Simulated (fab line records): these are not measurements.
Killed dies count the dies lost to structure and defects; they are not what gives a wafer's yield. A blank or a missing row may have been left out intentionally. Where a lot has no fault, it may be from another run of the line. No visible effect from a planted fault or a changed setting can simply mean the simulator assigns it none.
Lot-split experiment	flow n5-finfet	route with 1938 steps; 7 lots, 39 wafers read

## SPLIT DETAILS
At N5_FIN_SAQP_SPACER1_ALD_24 (deposits SiO2, target thk 20.3 nm, pulse time 1 s, purge time 2 s), the setting ald-cycles was moved away from the recipe's 218 on 15 of the 39 wafers read, by -54.1% to +29.4%. The other wafers ran this setting at the recipe's value.

## FROM THE SPLIT TO THE READING: what the file shows between them, 2 steps
- N5_FIN_SAQP_SPACER1_ETCHBACK_25: etches SiO2 in CHF3/O2, target depth 24.4 nm, time 12.2 s
- N5_FIN_SAQP_MANDREL1_REMOVE_56: chemistry HBr/Cl2/O2, target a-Si, stops on SiNx, bt time 10 s

## THE READING
At N5_FIN_SAQP_CD_MEAS_27: cd-nm in nanometres, against a target cd of 20 nm. A value of 20.32 nm with a standard deviation of 0.25 nm is what fault-free wafers of this fab line usually give.

wafer	tool, chamber at the split	ald-cycles as run	against the recipe	cd-nm, nm	against lot-mates on the recipe
L078.1	ald-sin-04, 2,0,1	218	recipe	20.32	-
L078.2	ald-sin-04, 1,0	151	-30.7%	14.17	-6.25
L078.3	ald-sin-04, 2,0,1	218	recipe	20.46	-
L078.4	ald-sin-04, 3	151	-30.7%	14.39	-6.03
L078.5	ald-sin-04, 2,0,1	218	recipe	20.47	-
L078.6	ald-sin-04, 1,0	151	-30.7%	14.12	-6.30
L084.1	ald-sin-04, 0,2,1	218	recipe	20.53	-
L084.2	ald-sin-04, 0,2,1	218	recipe	20.43	-
L084.3	ald-sin-04, 0,2,1	218	recipe	20.18	-
L089.1	ald-sin-04, 0,3	218	recipe	20.10	-
L089.2	ald-sin-04, 3,1,2,2	218	recipe	20.38	-
L089.3	ald-sin-04, 3,1,2,2	218	recipe	20.34	-
L089.4	ald-sin-04, 3,1,2,2	218	recipe	20.58	-
L089.5	ald-sin-04, 0,3	218	recipe	20.58	-
L089.6	ald-sin-04, 3,1,2,2	218	recipe	20.62	-
L092.1	ald-sin-01, 3,1,2	218	recipe	20.86	-
L092.2	ald-sin-01, 3,1,2	218	recipe	20.29	-
L092.3	ald-sin-01, 2,3	181	-17.0%	16.97	-3.58
L092.4	ald-sin-01, 0	181	-17.0%	16.91	-3.64
L092.5	ald-sin-01, 3,1,2	218	recipe	20.50	-
L092.6	ald-sin-01, 2,3	181	-17.0%	17.24	-3.31
L093.1	ald-sin-02, 1	218	recipe	20.25	-
L093.2	ald-sin-02, 0,0,1	100	-54.1%	9.32	-11.00
L093.3	ald-sin-02, 2,3	218	recipe	20.20	-
L093.4	ald-sin-02, 2,3	218	recipe	20.52	-
L093.5	ald-sin-02, 0,0,1	100	-54.1%	9.94	-10.38
L093.6	ald-sin-02, 0,0,1	100	-54.1%	9.12	-11.20
L094.1	ald-sin-04, 3,0,1	114	-47.7%	10.65	-9.73
L094.2	ald-sin-04, 3,0,1	114	-47.7%	10.35	-10.03
L094.3	ald-sin-04, 2,3	218	recipe	20.32	-
L094.4	ald-sin-04, 3,0,1	114	-47.7%	10.66	-9.72
L094.5	ald-sin-04, 2,3	218	recipe	20.81	-
L094.6	ald-sin-04, 2	218	recipe	20.00	-
L095.1	ald-sin-01, 0,1	218	recipe	20.14	-
L095.2	ald-sin-01, 1	282	+29.4%	25.99	+5.61
L095.3	ald-sin-01, 2	218	recipe	20.77	-
L095.4	ald-sin-01, 3,0	282	+29.4%	25.86	+5.48
L095.5	ald-sin-01, 3,0	282	+29.4%	26.00	+5.62
L095.6	ald-sin-01, 0,1	218	recipe	20.24	-
When a row names more than one chamber, that row covers several wafers, and the file does not tell which wafer ran in which chamber.

FIT RESULTS
A straight line over all 39 wafers: cd-nm changes by +0.201 nm for each +1% of ald-cycles; r = +1.00; the points scatter about the line by 0.25 nm.
The same after taking each lot's own level away (the mean of its wafers on the recipe; 39 wafers): +0.2 nm for each +1%; r = +1.00; scatter 0.23 nm.
The reading moves by 11 nm for the largest change in ald-cycles, on that fit.
The lots' own levels span 20.323 to 20.550 nm, that is 0.9 times the standard deviation above.
The two slopes are in agreement: the lot-to-lot level therefore moves the slope only a little.
Check: for one of the wafers moved furthest among these (-54.1%), held out of the fit, the line's prediction against its lot-mates is -10.9 nm. It came out at -11 nm against them.

## THE WHOLE CHAIN: every reading that the file lists as answering this split, in the file's order
step	what it does	reading	change (the file's fit)	r (the file's)
N5_FIN_SAQP_SPACER1_ALD_24	deposits SiO2, target thk 20.3 nm, pulse time 1 s, purge time 2 s	SiO2_of_FIN_SAQP_SPACER1_ALD_24.thk-nm (the simulator's own value, which no gauge read)	+0.204 nm for each +1% of the setting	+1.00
N5_FIN_SAQP_MANDREL1_REMOVE_56	chemistry HBr/Cl2/O2, target a-Si, stops on SiNx, bt time 10 s	FIN_SAQP.cd-nm (the simulator's own value, which no gauge read)	+0.203 nm for each +1% of the setting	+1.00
N5_FIN_SAQP_CD_MEAS_27	target cd 20 nm	cd-nm	+0.201 nm for each +1% of the setting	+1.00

## FILE'S OWN FIT
cd-nm changes by +0.201 nm for each +1% of ald-cycles, r = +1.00.
